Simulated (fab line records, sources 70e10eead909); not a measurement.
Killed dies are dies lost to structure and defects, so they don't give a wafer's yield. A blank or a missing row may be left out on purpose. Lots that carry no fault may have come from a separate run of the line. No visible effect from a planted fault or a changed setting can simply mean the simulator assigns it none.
One fault through the eyes of 2 desks / flow nand harc / every desk sees just its own numbers, and what lay behind them comes last

== AT THE METROLOGY DESK ==
What the gauges read, lot by lot, whatever tool the lot ran on: means of the sampled wafers that have a number. Marked OUT: a lot whose mean sits more than 4 standard deviations from the usual mean, which makes it out of limits; the brackets give that distance.
Columns: A = cd nm at NHARC_THIN_TSV_CD_MEAS_37, usual 5000 nm
lot=L430; first seen here=day 23 21:17; A=4999
lot=L432; first seen here=day 24 03:21; A=5003
lot=L431; first seen here=day 24 15:49; A=4994
lot=L433; first seen here=day 25 02:14; A=4999
lot=L437; first seen here=day 26 23:43; A=5002
lot=L436; first seen here=day 27 08:58; A=5001
lot=L438; first seen here=day 27 16:11; A=4998
lot=L439; first seen here=day 27 20:36; A=4999
lot=L441; first seen here=day 28 08:39; A=4999
lot=L442; first seen here=day 28 15:56; A=5000
lot=L444; first seen here=day 30 02:29; A=4998
lot=L443; first seen here=day 30 09:01; A=5002
lot=L445; first seen here=day 30 20:23; A=5003
Finding of this desk: none of the 13 lots has anything out of limits.

== DESK OF THE TOOL OWNER: rie diel-04 ==
The tool's own readings at NHARC_P_M2_STRIP_18 (strips in N2/H2): means of the sampled wafers that have a number, for each lot that ran on this tool. Marked OUT: a lot whose mean sits more than 4 standard deviations from the usual mean, which makes it out of limits; the brackets give that distance.
Columns: A = drypump motor current A at NHARC_P_M2_STRIP_18, usual 5.8 A; B = oes product au at NHARC_P_M2_STRIP_18, usual 1.000 a.u.; C = rf vpp V at NHARC_P_M2_STRIP_18, usual 90.5 V; D = showerhead plenum p Torr at NHARC_P_M2_STRIP_18, usual 2.02 Torr; E = throttle valve pct at NHARC_P_M2_STRIP_18, usual 14.170 %
lot=L438; first seen here=day 10 01:01; A=5.8; B=0.998; C=90.6; D=2.04; E=14.175
lot=L439; first seen here=day 10 02:44; A=5.7; B=1.002; C=91.4; D=2.02; E=14.170
lot=L441; first seen here=day 10 21:53; A=6.3; B=0.988; C=91.2; D=1.98; E=14.175
lot=L442; first seen here=day 11 08:44; A=6.1; B=0.999; C=90.5; D=2.08; E=14.170
lot=L444; first seen here=day 12 15:53; A=5.7; B=0.996; C=91.3; D=2.02; E=14.169
lot=L443; first seen here=day 12 16:35; A=5.8; B=0.993; C=90.5; D=2.04; E=14.168
Finding of this desk: none of the 6 lots has anything out of limits.

== ALL TOGETHER ==
Metrology desk: nothing out of limits seen.
Nothing out of limits was seen by the tool owner's desk.

== WHAT WAS PUT IN BY THE SIMULATOR ==
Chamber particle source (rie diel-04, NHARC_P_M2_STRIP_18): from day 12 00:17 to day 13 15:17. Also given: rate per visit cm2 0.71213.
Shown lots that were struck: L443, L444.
